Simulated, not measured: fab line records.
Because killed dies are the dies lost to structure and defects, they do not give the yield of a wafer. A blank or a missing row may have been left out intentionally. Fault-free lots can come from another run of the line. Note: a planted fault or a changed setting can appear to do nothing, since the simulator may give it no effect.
Matching of chambers | flow n5Finfet | N5_STI_FIN_REVEAL_ETCHBACK_08 on rieDiel-03: 4 sister chambers
The step etches SiO2 in C4F6/O2, target depth 30.5 nm, time 10.167 s. 4 wafers are shown with their chamber, then 7 later ones without.

## WAFERS PAIRED WITH THEIR CHAMBERS
wafer  | chamber | rfVppV (V)
L089.3 | 2       | 646
L089.6 | 1       | 674
L091.1 | 3       | 641
L091.3 | 0       | 681

## WAFERS WITH NO CHAMBER GIVEN
wafer  | rfVppV (V)
L091.6 | 681
L092.2 | 641
L092.4 | 674
L092.6 | 647
L097.2 | 646
L097.4 | 641
L097.6 | 639

## WHICH CHAMBER EACH WENT THROUGH
wafer  | from the rows above | in truth
L091.6 | 0                   | 0
L092.2 | 3                   | 3
L092.4 | 1                   | 1
L092.6 | 2                   | 2
L097.2 | 2                   | 2
L097.4 | 3                   | 3
L097.6 | 3                   | 3
Placed correctly: 7 of 7. Number that these rows cannot place: 0. Wrongly placed: 0.
How it was worked out, from the rows above alone: a wafer's distance from a chamber is the root of the sum, over the readings, of the square of ((its reading less the chamber's mean) divided by the reading's scatter). If the next closest chamber is less than 2 further off than the closest, the wafer can't be placed; otherwise it belongs to the closest. A chamber's mean is the mean of its shown wafers. The scatter: root of mean squared gap, hidden wafer to nearest shown wafer, with one shown wafer a chamber.
